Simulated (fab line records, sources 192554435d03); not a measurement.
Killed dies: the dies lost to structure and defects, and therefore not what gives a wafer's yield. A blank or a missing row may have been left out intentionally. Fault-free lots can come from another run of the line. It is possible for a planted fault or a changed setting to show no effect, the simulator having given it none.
Chamber matching / flow n5Finfet / N5_HKMG_FIN_CMP_23 on cmp-02: 4 sister chambers
The step polishes, stops on SiNx, t overpolish 10 s, target thk 46.326 nm. 24 wafers are shown with their chamber, then 12 later ones without.

EACH WAFER AND ITS CHAMBER
wafer=L081.3; chamber=1; motorCurrentA (A)=13.8; overpolishRunS (s)=10.007; timeToEndpointS (s)=10.2
wafer=L081.5; chamber=2; motorCurrentA (A)=11.2; overpolishRunS (s)=9.999; timeToEndpointS (s)=13.7
wafer=L081.6; chamber=3; motorCurrentA (A)=11.1; overpolishRunS (s)=9.989; timeToEndpointS (s)=11.5
wafer=L086.2; chamber=2; motorCurrentA (A)=11.5; overpolishRunS (s)=9.988; timeToEndpointS (s)=13.0
wafer=L086.3; chamber=1; motorCurrentA (A)=13.8; overpolishRunS (s)=9.995; timeToEndpointS (s)=11.5
wafer=L086.4; chamber=0; motorCurrentA (A)=10.0; overpolishRunS (s)=9.989; timeToEndpointS (s)=11.7
wafer=L086.1; chamber=3; motorCurrentA (A)=11.7; overpolishRunS (s)=9.999; timeToEndpointS (s)=11.5
wafer=L086.5; chamber=1; motorCurrentA (A)=14.0; overpolishRunS (s)=10.018; timeToEndpointS (s)=10.8
wafer=L086.6; chamber=2; motorCurrentA (A)=11.5; overpolishRunS (s)=10.023; timeToEndpointS (s)=13.1
wafer=L087.4; chamber=0; motorCurrentA (A)=10.6; overpolishRunS (s)=9.998; timeToEndpointS (s)=15.6
wafer=L087.5; chamber=1; motorCurrentA (A)=13.4; overpolishRunS (s)=9.992; timeToEndpointS (s)=12.9
wafer=L087.6; chamber=0; motorCurrentA (A)=9.9; overpolishRunS (s)=10.019; timeToEndpointS (s)=13.0
wafer=L087.1; chamber=1; motorCurrentA (A)=13.9; overpolishRunS (s)=9.988; timeToEndpointS (s)=12.9
wafer=L087.2; chamber=2; motorCurrentA (A)=11.4; overpolishRunS (s)=10.005; timeToEndpointS (s)=16.3
wafer=L087.3; chamber=3; motorCurrentA (A)=11.2; overpolishRunS (s)=10.007; timeToEndpointS (s)=14.2
wafer=L088.2; chamber=2; motorCurrentA (A)=11.8; overpolishRunS (s)=10.003; timeToEndpointS (s)=10.1
wafer=L088.5; chamber=0; motorCurrentA (A)=10.6; overpolishRunS (s)=10.002; timeToEndpointS (s)=11.4
wafer=L088.6; chamber=1; motorCurrentA (A)=14.3; overpolishRunS (s)=9.993; timeToEndpointS (s)=12.0
wafer=L090.2; chamber=2; motorCurrentA (A)=12.2; overpolishRunS (s)=10.006; timeToEndpointS (s)=14.1
wafer=L090.3; chamber=3; motorCurrentA (A)=11.0; overpolishRunS (s)=9.994; timeToEndpointS (s)=16.4
wafer=L090.6; chamber=1; motorCurrentA (A)=13.7; overpolishRunS (s)=9.989; timeToEndpointS (s)=13.0
wafer=L093.1; chamber=3; motorCurrentA (A)=11.2; overpolishRunS (s)=10.002; timeToEndpointS (s)=12.0
wafer=L093.5; chamber=2; motorCurrentA (A)=11.9; overpolishRunS (s)=10.017; timeToEndpointS (s)=13.1
wafer=L093.6; chamber=3; motorCurrentA (A)=11.3; overpolishRunS (s)=9.999; timeToEndpointS (s)=10.7

SIGNATURES (means of the wafers above)
reading=motorCurrentA; chamber 0=10.275; chamber 1=13.843; chamber 2=11.643; chamber 3=11.250; scatter within a chamber=0.306
reading=overpolishRunS; chamber 0=10.00200; chamber 1=9.99743; chamber 2=10.00586; chamber 3=9.99833; scatter within a chamber=0.0105
reading=timeToEndpointS; chamber 0=12.925; chamber 1=11.900; chamber 2=13.343; chamber 3=12.717; scatter within a chamber=1.76
Rule: a wafer's distance from a chamber is the root of the sum, over the readings, of the square of ((its reading less the chamber's mean) divided by the reading's scatter). If the next closest chamber is less than 2 further off than the closest, the wafer can't be placed; otherwise it belongs to the closest. How the scatter is found: for the shown wafers, subtract from each reading the mean of its chamber, square and add these, divide the total by (wafers less chambers), then take the root.

WAFERS WITHOUT THEIR CHAMBER
wafer=L094.2; motorCurrentA (A)=13.5; overpolishRunS (s)=9.996; timeToEndpointS (s)=9.3
wafer=L094.5; motorCurrentA (A)=12.0; overpolishRunS (s)=10.007; timeToEndpointS (s)=11.2
wafer=L094.6; motorCurrentA (A)=13.8; overpolishRunS (s)=9.991; timeToEndpointS (s)=9.2
wafer=L094.1; motorCurrentA (A)=10.4; overpolishRunS (s)=9.997; timeToEndpointS (s)=13.2
wafer=L094.3; motorCurrentA (A)=11.8; overpolishRunS (s)=10.010; timeToEndpointS (s)=12.5
wafer=L094.4; motorCurrentA (A)=11.9; overpolishRunS (s)=10.004; timeToEndpointS (s)=11.1
wafer=L095.2; motorCurrentA (A)=10.0; overpolishRunS (s)=10.004; timeToEndpointS (s)=10.2
wafer=L095.4; motorCurrentA (A)=13.9; overpolishRunS (s)=10.008; timeToEndpointS (s)=8.7
wafer=L095.5; motorCurrentA (A)=11.2; overpolishRunS (s)=9.995; timeToEndpointS (s)=12.0
wafer=L096.1; motorCurrentA (A)=10.6; overpolishRunS (s)=10.002; timeToEndpointS (s)=8.7
wafer=L096.3; motorCurrentA (A)=13.3; overpolishRunS (s)=9.979; timeToEndpointS (s)=9.3
wafer=L096.6; motorCurrentA (A)=10.5; overpolishRunS (s)=10.000; timeToEndpointS (s)=8.7

EACH ONE'S CHAMBER
wafer=L094.2; from the rows above=1; in truth=1
wafer=L094.5; from the rows above=can't be placed: 2 or 3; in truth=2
wafer=L094.6; from the rows above=1; in truth=1
wafer=L094.1; from the rows above=0; in truth=0
wafer=L094.3; from the rows above=can't be placed: 2 or 3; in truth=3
wafer=L094.4; from the rows above=can't be placed: 2 or 3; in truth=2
wafer=L095.2; from the rows above=0; in truth=0
wafer=L095.4; from the rows above=1; in truth=1
wafer=L095.5; from the rows above=can't be placed: 3 or 2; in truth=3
wafer=L096.1; from the rows above=can't be placed: 0 or 3 or 2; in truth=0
wafer=L096.3; from the rows above=1; in truth=1
wafer=L096.6; from the rows above=can't be placed: 0 or 3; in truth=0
Correct placement for 6 of the 12. Can't be placed from these rows: 6 (the true chamber is among the candidates in 6). Number placed wrongly: 0.
